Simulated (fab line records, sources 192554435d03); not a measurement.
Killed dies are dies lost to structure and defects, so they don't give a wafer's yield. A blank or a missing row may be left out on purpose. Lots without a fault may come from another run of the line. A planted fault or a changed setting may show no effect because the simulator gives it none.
Which tool did it? | flow n5_finfet | 9 lots, 24 wafers sampled, at 5 steps of a route of 1938

WHAT THE GAUGES READ, wafer by wafer
N5_SD_ACTIVATION_RS_MEAS_03: measures by four-point-probe.
lot  | measured    | on            | RS_SD_N (ohm/sq)
L495 | day 3 10:23 | film_metro-01 | 21.37 21.66
L500 | day 4 16:56 | film_metro-02 | 22.11 22.01 22.16
L501 | day 4 22:47 | film_metro-02 | 21.72 21.46 21.71
L502 | day 5 04:10 | film_metro-01 | 21.52 21.55 21.32
L504 | day 5 16:32 | film_metro-01 | 21.85 21.54
L508 | day 6 17:20 | film_metro-02 | 16.21 16.30 16.58
L510 | day 7 05:47 | film_metro-02 | 16.28 16.50 16.44
L515 | day 8 09:07 | film_metro-01 | 21.50 21.75
L517 | day 9 03:08 | film_metro-01 | 21.94 21.99 22.13

WHICH TOOL RAN EACH LOT (tool, then ch and the chambers of the sampled wafers, then the start)
lot  | N5_SD_EPI_P_ETCH_37               | N5_SD_EPI_P_ETCH_16               | N5_SD_EPI_P_SD_RECESS_17        | N5_SD_ACTIVATION_LSA_01
L495 | rie_diel-01 ch 0,3, day 3 05:20   | rie_diel-01 ch 0,3, day 3 05:52   | rie_si-05 ch 2, day 3 05:58     | laser_anneal-02 ch 0, day 3 10:13
L500 | rie_diel-03 ch 0,1,2, day 4 12:49 | rie_diel-03 ch 0,1,2, day 4 13:21 | rie_si-05 ch 0,2, day 4 13:25   | laser_anneal-02 ch 0, day 4 16:45
L501 | rie_diel-02 ch 0,1,3, day 4 18:38 | rie_diel-02 ch 0,1,3, day 4 19:09 | rie_si-02 ch 0,2,3, day 4 19:13 | laser_anneal-01 ch 0, day 4 22:35
L502 | rie_diel-02 ch 1,2,3, day 4 23:57 | rie_diel-02 ch 1,2,3, day 5 00:28 | rie_si-05 ch 1, day 5 00:35     | laser_anneal-02 ch 0, day 5 03:58
L504 | rie_diel-03 ch 2,3, day 5 12:32   | rie_diel-03 ch 2,3, day 5 12:55   | rie_si-02 ch 0,3, day 5 13:01   | laser_anneal-02 ch 0, day 5 16:22
L508 | rie_diel-01 ch 0,1,2, day 6 13:13 | rie_diel-01 ch 0,1,2, day 6 13:44 | rie_si-05 ch 0,2, day 6 13:49   | laser_anneal-02 ch 0, day 6 17:08
L510 | rie_diel-02 ch 0,1, day 7 00:50   | rie_diel-02 ch 0,1, day 7 01:22   | rie_si-05 ch 0,1,3, day 7 01:26 | laser_anneal-02 ch 0, day 7 05:35
L515 | rie_diel-01 ch 1, day 8 05:00     | rie_diel-01 ch 1, day 8 05:32     | rie_si-05 ch 1,3, day 8 05:36   | laser_anneal-01 ch 0, day 8 08:56
L517 | rie_diel-03 ch 0,1,3, day 8 22:11 | rie_diel-03 ch 0,1,3, day 8 22:42 | rie_si-02 ch 0,1, day 8 22:46   | laser_anneal-01 ch 0, day 9 02:58
- N5_SD_EPI_P_ETCH_37: etches SOC in N2/H2, overetch 108 nm, time 486 s.
- N5_SD_EPI_P_ETCH_16: etches SiO2 in CHF3/O2, target depth 5 nm.
- N5_SD_EPI_P_SD_RECESS_17: chemistry HBr/Cl2/O2, target depth 39.1 nm, bt time 3 s.
- N5_SD_ACTIVATION_LSA_01: time 0.0008 s.

THE ANSWER, worked out from the rows above alone
Rule: what is usual is taken from the lots themselves. Put in order of their means at a reading, lots are off if they are a third of the lots or fewer, leave a main group of 4 or more, and stand apart from it by a gap of 3 or more times the standard deviation of the main group's means; of several such gaps the widest counts. A main group whose means are all the same, to the digits that the tables above print for the reading, isn't used. A lot without any number at a reading at which 4 lots or more have one is off too. The other lots that the step has rows for count as sound.
Off: L508, L510, at N5_SD_ACTIVATION_RS_MEAS_03 (RS_SD_N). The main group: mean 21.72 ohm/sq, standard deviation 0.23.
A tool fits if, at a process step before that reading, it ran every lot that is off, and no sound lot after the first of them. The gauges at N5_SD_ACTIVATION_RS_MEAS_03 are tried like those tools. Can't be told from this: 2 tools fit, laser_anneal-02 at N5_SD_ACTIVATION_LSA_01, film_metro-02 at N5_SD_ACTIVATION_RS_MEAS_03.

WHAT THE SIMULATOR HAD PUT IN
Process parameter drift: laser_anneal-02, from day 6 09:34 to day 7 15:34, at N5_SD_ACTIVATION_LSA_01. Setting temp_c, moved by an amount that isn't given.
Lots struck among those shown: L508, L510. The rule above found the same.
